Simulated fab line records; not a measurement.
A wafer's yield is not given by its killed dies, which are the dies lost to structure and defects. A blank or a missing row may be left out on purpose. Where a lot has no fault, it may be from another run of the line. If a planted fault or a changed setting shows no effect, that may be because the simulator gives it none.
fab line records | flow nand_harc
record lots=12 | wafers=36 | last_day=33
route steps=1302 shown A_STAIRCASE@789
lots that met no fault: taken from a fault-free run of the same line
start_h: start of the lot's first displayed wafer, in hours after the record's first day | wait_h: hours elapsed since this lot's preceding step | " unchanged from the row above | L1.1+2: one row covering several wafers at once | - no value, or no start given | * or withheld: withheld | < > ~ a bound
route shown NAME@n: a module of which the file shows steps, and the number in the route of the first | usual: the fault-free wafers' mean and standard deviation | same: alike in all rows | chamber/n: place in a boat | sites: readings site by site | _std_site: the values' standard deviation | _edge_site: outer sites' mean less inner sites' | radius_mm: how far each site lies from the wafer's centre | mask NAME#n: copy n | behind: the most recent tool/chamber to have shaped the wafer | hold: the reason the lot was held/the length of the hold in hours/how it ended | device: the transistor (n, p or np) that didn't switch | end of line: tests of these same wafers at the route's end | for a step that has no rows: nothing shown but its recipe | killed: the dies lost at the first sort to structure and to defects; this is not the yield of the wafer | map: per-die view of a wafer (x killed, . not killed, _ where there is no die)
set.NAME: the setting as run; set.NAME@STEP: as run at that earlier step | model.NAME: the simulator's own value behind a step, which no gauge read
the route's steps for a sample of lots (tables are steps, rows are wafers)
services: when a tool's chamber went out of use (start_h, in hours from the record's first day, below 0 if earlier), for how many hours, and the reason
## steps
# step NHARC_A_STAIRCASE_ETCH_273
# recipe target_depth_a=1.02e+05 | time_s=2468.6 | ion_energy_ev=800 | c4f8_flow_sccm=80 | o2_flow_sccm=60 | ar_flow_sccm=withheld | rf_w=600 | bias_w=3000 | chemistry=C4F8/O2/Ar
# usual oes_product_au=0.936/0.015 | rf_fwd_power_W=599.8/1.8 | rf_vpp_V=1821/10
lot.wafer | tool        | chamber | start_h | wait_h | oes_product_au | rf_fwd_power_W | rf_hours_counter_h | rf_vpp_V
L724.4    | rie_diel-11 | 1       | -       | -      | 0.919          | 599.9          | 38                 | 1820
L724.1    | "           | 0       | "       | "      | 0.922          | 599.3          | 38                 | 1823
L724.5    | "           | 2       | "       | "      | 0.932          | 599.5          | -                  | 1811
L725.1    | rie_diel-04 | 1       | -       | -      | 0.947          | 597.3          | 2                  | 1828
L725.5    | "           | 2       | "       | "      | 0.931          | 596.3          | -                  | 1821
L725.6    | "           | 3       | "       | "      | 0.934          | 597.1          | -                  | 1809
L726.3    | rie_diel-05 | 0       | -       | -      | 0.931          | 598.0          | 41                 | 1813
L726.2    | "           | 2       | "       | "      | 0.901          | 598.6          | 43                 | 1830
L726.4    | "           | 3       | "       | "      | 0.932          | 598.1          | 42                 | 1814
L727.2    | rie_diel-11 | 2       | -       | -      | 0.953          | 600.7          | 49                 | 1811
L727.5    | "           | 1       | "       | "      | 0.959          | 601.7          | -                  | 1819
L727.6    | "           | 2       | "       | "      | 0.942          | 601.7          | -                  | 1810
L729.3    | rie_diel-04 | 2       | -       | -      | 0.930          | 597.7          | 21                 | 1822
L729.6    | "           | 0       | "       | "      | 0.921          | 601.7          | -                  | 1830
L729.5    | "           | 1       | "       | "      | 0.928          | 597.4          | -                  | 1828
L730.4    | rie_diel-11 | 3       | -       | -      | 0.967          | 602.4          | 2                  | 1844
L730.5    | "           | 0       | "       | "      | 0.931          | 598.0          | -                  | 1823
L730.6    | "           | 1       | "       | "      | 0.936          | 601.3          | -                  | 1820
L732.4    | rie_diel-04 | 0       | -       | -      | 0.950          | 598.8          | 33                 | 1830
L732.3    | "           | 1       | "       | "      | 0.949          | 604.5          | 33                 | 1827
L732.5    | "           | 0       | "       | "      | 0.940          | 598.7          | -                  | 1831
L733.1    | rie_diel-05 | 3       | -       | -      | 0.935          | 600.9          | 16                 | 1812
L733.4    | "           | 2       | "       | "      | 0.943          | 599.7          | 15                 | 1831
L733.6    | "           | 3       | "       | "      | 0.930          | 600.0          | -                  | 1811
L741.3    | rie_diel-11 | 0       | -       | -      | 0.928          | 600.4          | 29                 | 1821
L741.1    | "           | 1       | "       | "      | 0.913          | 601.8          | 27                 | 1817
L741.4    | "           | 3       | "       | "      | 0.935          | 594.8          | 31                 | 1844
L740.3    | rie_diel-05 | 3       | -       | -      | 0.928          | 599.5          | 42                 | 1811
L740.1    | "           | 1       | "       | "      | 0.923          | 602.9          | 41                 | 1814
L740.6    | "           | 0       | "       | "      | 0.941          | 599.0          | -                  | 1810
L743.3    | rie_diel-05 | 3       | -       | -      | 0.924          | 602.0          | 50                 | 1812
L743.5    | "           | 0       | "       | "      | 0.922          | 599.5          | -                  | 1809
L743.6    | "           | 1       | "       | "      | 0.903          | 598.2          | -                  | 1814
L747.1    | rie_diel-04 | 2       | -       | -      | 0.939          | 600.1          | 19                 | 1818
L747.4    | "           | 3       | "       | "      | 0.935          | 602.5          | 23                 | 1846
L747.5    | "           | 1       | "       | "      | 0.933          | 597.5          | -                  | 1826
# step NHARC_A_STAIRCASE_HM_DEP_459
# recipe target_thk_a=15000 | temp_c=400 | material=aC
# usual throttle_valve_pct=35.000/0.0094
lot.wafer | tool       | chamber | start_h | wait_h | throttle_valve_pct
L724.1    | acl_dep-01 | 0       | 369.50  | 0.1    | 34.998
L724.4    | "          | 0       | "       | "      | 34.997
L724.5    | "          | 0       | "       | "      | 35.002
L725.1    | acl_dep-02 | 0       | 378.06  | 0.2    | 35.014
L725.5    | "          | 0       | 379.27  | 1.4    | 35.002
L725.6    | "          | 0       | "       | "      | 35.004
L726.2    | acl_dep-02 | 0       | 388.87  | 0.4    | 35.020
L726.3    | "          | 0       | "       | "      | 34.980
L726.4    | "          | 0       | "       | "      | 34.997
L727.2    | acl_dep-03 | 0       | 410.34  | 0.9    | 34.997
L727.5    | "          | 0       | "       | "      | 35.006
L727.6    | "          | 0       | "       | "      | 34.993
L729.3    | acl_dep-02 | 0       | 428.30  | 0.7    | 35.009
L729.5    | "          | 0       | "       | "      | 34.993
L729.6    | "          | 0       | "       | "      | 34.988
L730.4    | acl_dep-01 | 0       | 453.91  | 3.8    | 35.014
L730.5    | "          | 0       | "       | "      | 35.007
L730.6    | "          | 0       | "       | "      | 35.007
L732.3    | acl_dep-02 | 0       | 455.57  | 2.0    | 34.999
L732.4    | "          | 0       | "       | "      | 35.023
L732.5    | "          | 0       | "       | "      | 34.995
L733.1    | acl_dep-02 | 0       | 464.82  | 2.0    | 34.996
L733.4    | "          | 0       | "       | "      | 35.007
L733.6    | "          | 0       | "       | "      | 35.009
L741.1    | acl_dep-01 | 0       | 544.68  | 2.0    | 35.003
L741.3    | "          | 0       | "       | "      | 34.986
L741.4    | "          | 0       | "       | "      | 34.994
L740.1    | acl_dep-03 | 0       | 546.51  | 0.1    | 34.984
L740.3    | "          | 0       | "       | "      | 34.990
L740.6    | "          | 0       | "       | "      | 34.985
L743.3    | acl_dep-01 | 0       | 578.80  | 3.4    | 34.995
L743.5    | "          | 0       | "       | "      | 34.999
L743.6    | "          | 0       | "       | "      | 34.996
L747.1    | acl_dep-03 | 0       | 600.75  | 1.0    | 34.993
L747.4    | "          | 0       | "       | "      | 35.000
L747.5    | "          | 0       | "       | "      | 35.001
# step NHARC_A_STAIRCASE_ETCH_292
# recipe cf4_flow_sccm=100 | chf3_flow_sccm=30 | ar_flow_sccm=0 | rf_w=500 | bias_w=200 | chemistry=CF4/CHF3
# usual drypump_motor_current_A=5.9/0.44 | oes_product_au=0.934/0.02 | rf_fwd_power_W=497.1/1.9 | rf_vpp_V=369.9/2.5 | showerhead_plenum_p_Torr=1.55/0.065 | throttle_valve_pct=16.803/0.0091
lot.wafer | tool        | chamber | start_h | wait_h | drypump_motor_current_A | oes_product_au | rf_fwd_power_W | rf_hours_counter_h | rf_vpp_V | showerhead_plenum_p_Torr | throttle_valve_pct
L724.1    | rie_diel-11 | 1       | 372.32  | 0.1    | 5.8                     | 0.947          | 498.8          | 40                 | 368.2    | 1.53                     | 16.796
L724.4    | "           | 2       | "       | "      | 5.5                     | 0.918          | 492.5          | 38                 | 367.1    | 1.48                     | 16.777
L724.5    | "           | 0       | "       | "      | 6.2                     | 0.922          | 496.4          | -                  | 369.0    | 1.55                     | 16.795
L725.1    | rie_diel-05 | 3       | 380.98  | 0.1    | 5.8                     | 0.933          | 497.6          | 40                 | 367.0    | 1.49                     | 16.806
L725.6    | "           | 3       | "       | "      | 5.8                     | 0.930          | 496.2          | -                  | 368.3    | 1.49                     | 16.791
L725.5    | "           | 0       | "       | "      | 6.7                     | 0.950          | 496.3          | -                  | 367.8    | 1.48                     | 16.807
L726.4    | rie_diel-04 | 0       | 391.43  | 0.1    | 6.6                     | 0.923          | 499.9          | 7                  | 371.7    | 1.60                     | 16.807
L726.2    | "           | 2       | "       | "      | 5.5                     | 0.912          | 497.7          | 10                 | 370.0    | 1.54                     | 16.806
L726.3    | "           | 3       | "       | "      | 5.6                     | 0.915          | 494.8          | 8                  | 367.6    | 1.47                     | 16.807
L727.2    | rie_diel-04 | 0       | 413.13  | 0.2    | 6.6                     | 0.943          | 498.2          | 18                 | 371.0    | 1.60                     | 16.810
L727.5    | "           | 3       | "       | "      | 5.6                     | 0.923          | 496.3          | -                  | 367.1    | 1.47                     | 16.814
L727.6    | "           | 0       | "       | "      | 6.6                     | 0.933          | 496.6          | -                  | 371.9    | 1.60                     | 16.796
L729.3    | rie_diel-04 | 0       | 430.65  | 0.1    | 6.6                     | 0.929          | 498.4          | 26                 | 372.4    | 1.59                     | 16.798
L729.5    | "           | 1       | "       | "      | 5.7                     | 0.935          | 500.6          | -                  | 370.1    | 1.58                     | 16.816
L729.6    | "           | 2       | "       | "      | 5.6                     | 0.914          | 497.6          | -                  | 370.9    | 1.54                     | 16.814
L730.4    | rie_diel-11 | 1       | 455.80  | 0.1    | 5.8                     | 0.925          | 497.3          | 4                  | 367.4    | 1.52                     | 16.796
L730.6    | "           | 1       | "       | "      | 5.8                     | 0.927          | 499.1          | -                  | 367.7    | 1.52                     | 16.813
L730.5    | "           | 2       | "       | "      | 5.5                     | 0.923          | 494.5          | -                  | 367.5    | 1.47                     | 16.799
L732.3    | rie_diel-11 | 1       | 457.89  | 0.1    | 5.8                     | 0.958          | 497.1          | 5                  | 368.3    | 1.52                     | 16.798
L732.4    | "           | 2       | "       | "      | 5.5                     | 0.990          | 491.6          | 4                  | 366.9    | 1.47                     | 16.803
L732.5    | "           | 0       | "       | "      | 6.3                     | 0.949          | 498.6          | -                  | 370.2    | 1.55                     | 16.798
L733.4    | rie_diel-05 | 1       | 467.79  | 0.1    | 5.3                     | 0.913          | 494.8          | 14                 | 366.9    | 1.50                     | 16.796
L733.1    | "           | 3       | "       | "      | 5.7                     | 0.923          | 497.6          | 19                 | 368.0    | 1.48                     | 16.811
L733.6    | "           | 2       | "       | "      | 6.2                     | 0.932          | 497.1          | -                  | 371.2    | 1.60                     | 16.806
L741.1    | rie_diel-05 | 2       | 547.50  | 0.1    | 6.2                     | 0.940          | 496.3          | 48                 | 372.4    | 1.59                     | 16.817
L741.3    | "           | 3       | "       | "      | 5.8                     | 0.918          | 497.1          | 44                 | 366.3    | 1.48                     | 16.784
L741.4    | "           | 0       | "       | "      | 6.7                     | 0.931          | 498.5          | 40                 | 367.2    | 1.47                     | 16.798
L740.3    | rie_diel-04 | 0       | 549.42  | 0.1    | 6.6                     | 0.982          | 499.7          | 3                  | 371.7    | 1.59                     | 16.805
L740.1    | "           | 2       | "       | "      | 5.6                     | 0.959          | 498.1          | 3                  | 369.5    | 1.53                     | 16.815
L740.6    | "           | 1       | "       | "      | 5.6                     | 0.972          | 496.3          | -                  | 371.1    | 1.57                     | 16.805
L743.3    | rie_diel-04 | 3       | 581.20  | 0.1    | 5.6                     | 0.908          | 496.9          | 12                 | 374.5    | 1.70                     | 16.804
L743.6    | "           | 2       | "       | "      | 5.6                     | 0.917          | 498.6          | -                  | 369.8    | 1.53                     | 16.799
L743.5    | "           | 3       | "       | "      | 5.6                     | 0.917          | 496.6          | -                  | 375.3    | 1.70                     | 16.808
L747.4    | rie_diel-04 | 1       | 604.07  | 0.1    | 5.6                     | 0.934          | 498.1          | 21                 | 371.6    | 1.57                     | 16.792
L747.1    | "           | 0       | "       | "      | 6.6                     | 0.941          | 494.8          | 24                 | 370.2    | 1.58                     | 16.796
L747.5    | "           | 1       | "       | "      | 5.7                     | 0.930          | 497.7          | -                  | 370.1    | 1.57                     | 16.811
# step NHARC_A_STAIRCASE_DEP_301
# recipe target_thk_a=300 | target_thk_nm=30 | temp_c=400 | pressure_torr=3.5 | flow_sccm=200 | rf_w=350 | material=SiON
# usual heater_power_outer_w=425/88 | heater_power_w=712/140 | rf_fwd_power_W=348.6/1.1 | showerhead_vpp_V=1135/47
lot.wafer | tool     | chamber | start_h | wait_h | heater_power_outer_w | heater_power_w | rf_fwd_power_W | showerhead_vpp_V
L724.1    | pecvd-02 | 1       | 377.33  | 1.6    | 543                  | 866            | 347.3          | 1049
L724.5    | "        | 0       | "       | "      | 399                  | 624            | 347.6          | 1202
L724.4    | "        | 1       | "       | "      | 553                  | 878            | 347.6          | 1044
L725.1    | pecvd-03 | 0       | 385.07  | 1.6    | 278                  | 501            | 349.2          | 1090
L725.6    | "        | 0       | "       | "      | 297                  | 498            | 347.9          | 1104
L725.5    | "        | 1       | "       | "      | 409                  | 695            | 350.7          | 1154
L726.2    | pecvd-01 | 1       | 395.56  | 1.3    | 426                  | 734            | 347.4          | 1128
L726.3    | "        | 2       | "       | "      | 322                  | 577            | 347.7          | 1150
L726.4    | "        | 1       | "       | "      | 424                  | 721            | 349.9          | 1125
L727.2    | pecvd-03 | 2       | 417.65  | 1.3    | 464                  | 836            | 348.2          | 1088
L727.6    | "        | 2       | "       | "      | 476                  | 823            | 346.8          | 1088
L727.5    | "        | 0       | "       | "      | 272                  | 468            | 351.2          | 1088
L729.3    | pecvd-01 | 1       | 434.68  | 1.0    | 406                  | 699            | 348.1          | 1128
L729.6    | "        | 2       | "       | "      | 291                  | 536            | 348.1          | 1132
L729.5    | "        | 1       | "       | "      | 403                  | 724            | 348.6          | 1127
L730.6    | pecvd-02 | 1       | 462.63  | 0.1    | 536                  | 875            | 348.1          | 1045
L730.5    | "        | 2       | "       | "      | 482                  | 773            | 348.6          | 1145
L730.4    | "        | 0       | "       | "      | 380                  | 590            | 348.2          | 1192
L732.4    | pecvd-02 | 0       | 464.88  | 0.7    | 326                  | 561            | 490.5          | 1393
L732.3    | "        | 1       | "       | "      | 472                  | 739            | 491.1          | 1225
L732.5    | "        | 0       | "       | "      | 335                  | 553            | 489.0          | 1431
L733.1    | pecvd-02 | 2       | 471.84  | 1.6    | 375                  | 624            | 491.3          | 1369
L733.6    | "        | 1       | "       | "      | 445                  | 733            | 488.0          | 1258
L733.4    | "        | 2       | "       | "      | 373                  | 633            | 488.5          | 1327
L741.3    | pecvd-02 | 0       | 551.85  | 1.0    | 333                  | 535            | 348.9          | 1190
L741.1    | "        | 1       | "       | "      | 459                  | 721            | 348.9          | 1043
L741.4    | "        | 0       | "       | "      | 343                  | 552            | 347.7          | 1187
L740.1    | pecvd-01 | 1       | 553.47  | 1.6    | 465                  | 809            | 347.3          | 1130
L740.3    | "        | 2       | "       | "      | 304                  | 534            | 348.5          | 1139
L740.6    | "        | 0       | "       | "      | 473                  | 850            | 348.6          | 1181
L743.3    | pecvd-03 | 1       | 586.74  | 0.9    | 405                  | 689            | 349.7          | 1155
L743.6    | "        | 2       | "       | "      | 509                  | 871            | 348.2          | 1090
L743.5    | "        | 0       | "       | "      | 391                  | 644            | 351.0          | 1092
L747.1    | pecvd-02 | 0       | 612.27  | 1.6    | 421                  | 657            | 346.6          | 1188
L747.5    | "        | 0       | "       | "      | 424                  | 644            | 346.9          | 1181
L747.4    | "        | 1       | "       | "      | 577                  | 879            | 348.2          | 1064
## services
tool        | chamber | start_h | hours | kind
rie_diel-04 | -       | 357.72  | 9.0   | pm
rie_diel-11 | 1       | 368.49  | 3.0   | repair
acl_dep-01  | -       | 371.35  | 13.0  | pm
rie_diel-05 | -       | 379.33  | 0.6   | repair
rie_diel-11 | 0       | 382.77  | 2.6   | repair
rie_diel-05 | 2       | 387.19  | 2.6   | repair
rie_diel-04 | 2       | 396.83  | 6.5   | repair
rie_diel-05 | -       | 406.66  | 9.0   | pm
pecvd-02    | -       | 409.01  | 13.0  | pm
acl_dep-02  | -       | 429.53  | 13.0  | pm
rie_diel-05 | 1       | 430.65  | 7.7   | repair
rie_diel-11 | -       | 433.46  | 9.0   | pm
rie_diel-04 | 3       | 453.51  | 2.3   | repair
pecvd-02    | 2       | 464.17  | 6.2   | repair
pecvd-02    | 0       | 510.27  | 3.6   | repair
rie_diel-04 | -       | 534.72  | 9.0   | pm
acl_dep-01  | -       | 553.42  | 13.0  | pm
pecvd-02    | 1       | 559.37  | 4.9   | repair
pecvd-02    | -       | 572.78  | 1.7   | repair
rie_diel-11 | 2       | 580.32  | 2.7   | repair
rie_diel-05 | -       | 583.66  | 9.0   | pm
pecvd-02    | -       | 590.01  | 13.0  | pm
rie_diel-11 | -       | 610.70  | 9.0   | pm
acl_dep-02  | -       | 612.18  | 13.0  | pm
## key
first_sign step=NHARC_A_STAIRCASE_DEP_301 | reading=rf_fwd_power_W | direction=up | sigmas=99+ | usual=* | struck=*
effect step=NHARC_A_STAIRCASE_DEP_301 | reading=showerhead_vpp_V | direction=up | sigmas=4.2 | usual=1135 | struck=1334
met_at NHARC_A_STAIRCASE_DEP_301
struck_lots L732,L733
tester_left_out L732,L733
not_acting_at NHARC_A_STAIRCASE_ETCH_273,NHARC_A_STAIRCASE_HM_DEP_459,NHARC_A_STAIRCASE_ETCH_292
onset_between 462.63 464.88
fault kind=process_parameter_drift | tool=pecvd-02 | chamber=- | onset_h=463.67 | steps=NHARC_A_STAIRCASE_DEP_301 | channel=rf_w | offset=* | shape=step | end_h=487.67 | acts_in=* | stated=*
# tester_left_out: of these lots the tester's yield and bins aren't shown, on N5 and GAA mostly nor the transistor test; their killed dies are dies lost to structure and defects alone, not to doping, threshold or leakage, so they don't give the yield
